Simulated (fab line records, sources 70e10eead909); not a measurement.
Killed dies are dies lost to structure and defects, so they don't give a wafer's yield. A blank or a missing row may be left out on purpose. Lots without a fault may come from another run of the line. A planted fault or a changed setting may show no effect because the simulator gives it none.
fab line records | flow nand_harc
record lots=7 wafers=21 last_day=22
route steps=1159 shown A_BLC@989 A_M0@994
lots that met no fault: from a run of the same line without faults
start_h: hours from the record's first day to the start of the lot's first wafer shown | wait_h: hours since the lot's step before | " the same as in the row above | L1.1+2: a row that stands for several wafers | - no value, or no start given | * or withheld: withheld | < > ~ a bound
route shown NAME@n: a module of which the file shows steps, and the number in the route of the first | usual: mean/standard deviation of fault-free wafers | same: alike in all rows | chamber/n: place in a boat | sites: the reading at each site | _std_site: their standard deviation | _edge_site: outer sites' mean less inner sites' | radius_mm: how far each site lies from the wafer's centre | mask NAME#n: copy n | behind: the tool/chamber that last shaped the wafer | hold: why the lot was held/for how many hours/how that ended | device: the transistor (n, p or np) that didn't switch | end of line: the same wafers' tests at the end of the route | a step without rows: its recipe alone | killed: dies lost to structure and defects at the first sort, not the wafer's yield | map: a wafer's dies, x killed, . not, _ none there
set.NAME: the setting as run; set.NAME@STEP: as run at that earlier step | model.NAME: the simulator's own value behind a step, which no gauge read
lots at some steps of the route; a table a step, a row a wafer
services: from which hour (start_h, from the record's first day; less than 0 if before it) a tool's chamber was out of use, for how many hours, and why
## steps
# step NHARC_A_BLC_CVD_24
# recipe target_thk_a=1500 temp_c=300 pressure_torr=40 wf6_flow_sccm=40 h2_flow_sccm=1600 ar_flow_sccm=1560 time_s=434 material=W
# usual chamber_pressure_Torr=40.01/0.096 heater_power_w=451/33 mfc_wf6_sccm=40.00/0.11 throttle_valve_pct=8.15/0.23
# columns lot.wafer tool chamber start_h wait_h chamber_pressure_Torr heater_power_w mfc_wf6_sccm throttle_valve_pct
L547.1 cvd_w-01 0 - - 39.90 413 39.95 8.18
L547.6 " 1 " " 39.97 487 40.03 8.34
L547.5 " 0 " " 39.81 417 39.93 8.37
L552.4 cvd_w-02 1 - - 39.98 439 39.93 7.71
L552.3 " 0 " " 40.03 462 40.20 7.98
L552.5 " 1 " " 39.98 441 40.11 8.08
L554.2 cvd_w-02 1 - - 39.98 449 39.87 7.82
L554.1 " 0 " " 40.21 471 40.19 8.16
L554.5 " 1 " " 39.92 442 40.02 7.69
L553.1 cvd_w-02 0 - - 40.03 475 40.02 7.89
L553.4 " 1 " " 40.03 445 39.96 7.75
L553.6 " 0 " " 40.08 482 40.02 8.06
L559.1 cvd_w-02 0 - - 40.18 477 39.96 8.24
L559.5 " 1 " " 40.11 441 40.05 7.86
L559.6 " 0 " " 39.93 467 39.97 8.37
L558.2 cvd_w-01 0 - - 39.99 418 40.06 8.45
L558.1 " 1 " " 40.00 495 39.92 8.64
L558.6 " 1 " " 40.02 500 39.89 8.50
L561.1 cvd_w-01 0 - - 40.07 420 39.94 8.31
L561.4 " 0 " " 39.93 418 39.88 8.11
L561.5 " 0 " " 39.97 426 39.99 8.30
# step NHARC_A_BLC_CMP_25
# recipe t_overpolish_s=30 target_thk_nm=150
# usual edge_zone_pressure_frac=1.000/0.0051 motor_current_A=12.3/1 overpolish_run_s=30.001/0.0093 time_to_endpoint_s=29/3.2
# columns lot.wafer tool chamber start_h wait_h edge_zone_pressure_frac motor_current_A overpolish_run_s time_to_endpoint_s
L547.1 cmp-01 1 402.66 0.5 1.000 13.6 29.992 27
L547.5 " 2 " " 1.000 11.3 30.019 25
L547.6 " 3 " " 1.001 11.2 30.004 24
L552.4 cmp-01 3 427.87 0.3 0.999 11.2 30.017 28
L552.3 " 1 " " 0.995 14.0 30.002 29
L552.5 " 0 " " 0.999 12.2 30.012 37
L554.2 cmp-03 3 428.84 0.5 0.992 11.3 30.005 27
L554.1 " 2 " " 1.004 14.0 30.005 31
L554.5 " 3 " " 0.996 11.4 30.017 28
L553.4 cmp-02 3 441.55 0.2 1.005 13.4 29.992 22
L553.1 " 2 " " 0.985 12.5 30.004 27
L553.6 " 0 " " 1.001 12.7 30.004 29
L559.1 cmp-01 1 465.05 0.4 0.991 13.2 30.011 29
L559.6 " 0 " " 1.004 13.0 30.006 35
L559.5 " 1 " " 1.001 13.2 29.989 29
L558.2 cmp-01 1 472.31 0.5 0.998 13.3 30.001 26
L558.1 " 3 " " 0.997 11.1 29.988 26
L558.6 " 1 " " 0.994 12.4 29.989 26
L561.1 cmp-03 1 474.86 0.5 0.996 10.7 30.002 27
L561.4 " 2 " " 0.999 14.5 29.989 30
L561.5 " 1 " " 1.007 10.7 29.999 26
# step NHARC_A_BLC_SRD_27
# step NHARC_A_BLC_INSPECT_28
# usual raw_defect_count=422/130
# columns lot.wafer tool chamber start_h wait_h raw_defect_count
L547.1 defect_inspect-02 - 402.98 0.1 674
L547.5 " - " " 665
L547.6 " - " " 583
L552.3 defect_inspect-02 - 428.27 0.1 582
L552.4 " - " " 490
L552.5 " - " " 389
L554.1 defect_inspect-01 - 429.25 0.1 358
L554.2 " - " " 313
L554.5 " - " " 279
L553.1 defect_inspect-02 - 441.96 0.1 366
L553.4 " - " " 299
L553.6 " - " " 338
L559.1 defect_inspect-01 - 465.43 0.1 475
L559.5 " - " " 497
L559.6 " - " " 381
L558.1 defect_inspect-02 - 472.72 0.1 488
L558.2 " - " " 432
L558.6 " - " " 419
L561.1 defect_inspect-01 - 475.28 0.1 294
L561.4 " - " " 379
L561.5 " - " " 340
# step NHARC_A_M0_DEP_00
# recipe target_thk_a=1500 target_thk_nm=150 temp_c=withheld pressure_torr=5 flow_sccm=200 rf_w=600 material=SiOC
# step NHARC_A_M0_DEHYDRATE_01
# recipe temp_c=150 time_s=120
# step NHARC_A_M0_HMDS_02
# recipe time_s=30
# step NHARC_A_M0_COAT_33
# recipe temp_c=200 time_s=65
# step NHARC_A_M0_COAT_03
# recipe spin_rpm=1500 resist_thk_nm=90
# step NHARC_A_M0_SOFTBAKE_04
# recipe temp_c=105 time_s=55
# step NHARC_A_M0_EBR_05
# step NHARC_A_M0_EXPOSE_06
# recipe na=1.35 target_cd_nm=80 dose_mj=83.25 mask_id=A_M0
# usual exposure_dose_mJ_cm2=83.25/0.083 focus_offset_nm=0.0/0.53
# columns lot.wafer tool chamber start_h wait_h mask exposure_dose_mJ_cm2 focus_offset_nm
L547.1 arfi_scanner-02 0 403.62 - A_M0#0 83.23 -0.8
L547.5 " 0 " " A_M0#0 83.26 -0.6
L547.6 " 0 " " A_M0#0 83.23 -0.1
L552.3 arfi_scanner-03 - 429.04 - A_M0#0 - -
L552.4 " - " " A_M0#0 - -
L552.5 " - " " A_M0#0 - -
L554.1 arfi_scanner-03 - 429.89 - A_M0#0 - -
L554.2 " - " " A_M0#0 - -
L554.5 " - " " A_M0#0 - -
L553.1 arfi_scanner-01 - 442.73 - A_M0#0 - -
L553.4 " - " " A_M0#0 - -
L553.6 " - " " A_M0#0 - -
L559.1 arfi_scanner-03 0 466.07 - A_M0#0 83.19 -1.0
L559.5 " 0 " " A_M0#0 83.15 0.0
L559.6 " 0 " " A_M0#0 83.26 0.2
L558.1 arfi_scanner-03 0 473.36 - A_M0#0 83.23 0.3
L558.2 " 0 " " A_M0#0 83.40 0.3
L558.6 " 0 " " A_M0#0 83.18 -0.1
L561.1 arfi_scanner-02 0 476.40 - A_M0#0 83.21 -0.4
L561.4 " 0 " " A_M0#0 83.21 -0.7
L561.5 " 0 " " A_M0#0 83.17 -0.5
# step NHARC_A_M0_PEB_07
# recipe peb_temp_c=100 peb_time_s=65
## services
# columns tool chamber start_h hours kind
cvd_w-02 - 379.53 13.0 pm
cvd_w-02 0 379.53 13.0 vent_cycle
cvd_w-02 1 379.53 13.0 vent_cycle
cmp-01 - 380.13 - consumable_replace:conditioner
cmp-01 - 380.13 - consumable_replace:pad
cmp-03 - 385.61 0.4 repair
cvd_w-02 0 392.53 - clean
cmp-01 - 393.03 0.5 repair
cmp-01 - 406.53 0.5 repair
arfi_scanner-01 - 416.49 1.0 repair
cmp-01 - 420.98 1.8 repair
cmp-03 - 421.16 0.7 repair
cmp-02 - 424.44 1.6 repair
arfi_scanner-01 - 424.56 4.3 repair
arfi_scanner-02 - 428.00 4.0 pm
cmp-03 - 438.71 4.2 repair
cmp-02 - 441.75 1.7 repair
cmp-03 - 446.75 0.5 repair
cmp-03 - 450.17 4.0 pm
arfi_scanner-01 - 460.47 8.4 repair
cmp-03 - 463.04 2.2 repair
cmp-02 - 467.01 4.0 pm
cmp-01 - 474.13 4.0 pm
cvd_w-01 - 476.13 13.0 pm
## key
first_sign step=NHARC_A_M0_EXPOSE_06 reading=tool_record direction=missing
effect none on later readings
met_at NHARC_A_M0_EXPOSE_06
struck_wafers L552.3,L552.4,L552.5,L553.1,L553.4,L553.6,L554.1,L554.2,L554.5
later_rows_left_out L552.3,L552.4,L552.5,L553.1,L553.4,L553.6,L554.1,L554.2,L554.5
sort_left_out L552.3,L552.4,L552.5,L553.1,L553.4,L553.6,L554.1,L554.2,L554.5
fault kind=skipped_step_whole tool=arfi_scanner-01,arfi_scanner-03 chamber=- onset_h=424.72 steps=NHARC_A_M0_EXPOSE_06 scope=struck_lots_only
# sort_left_out: the simulated sort isn't trusted on such a fault, so these wafers' sort isn't shown, and their yield isn't known
# later_rows_left_out: the simulator's readings of these wafers behind a module that went badly wrong aren't trusted and aren't shown, but for the sort
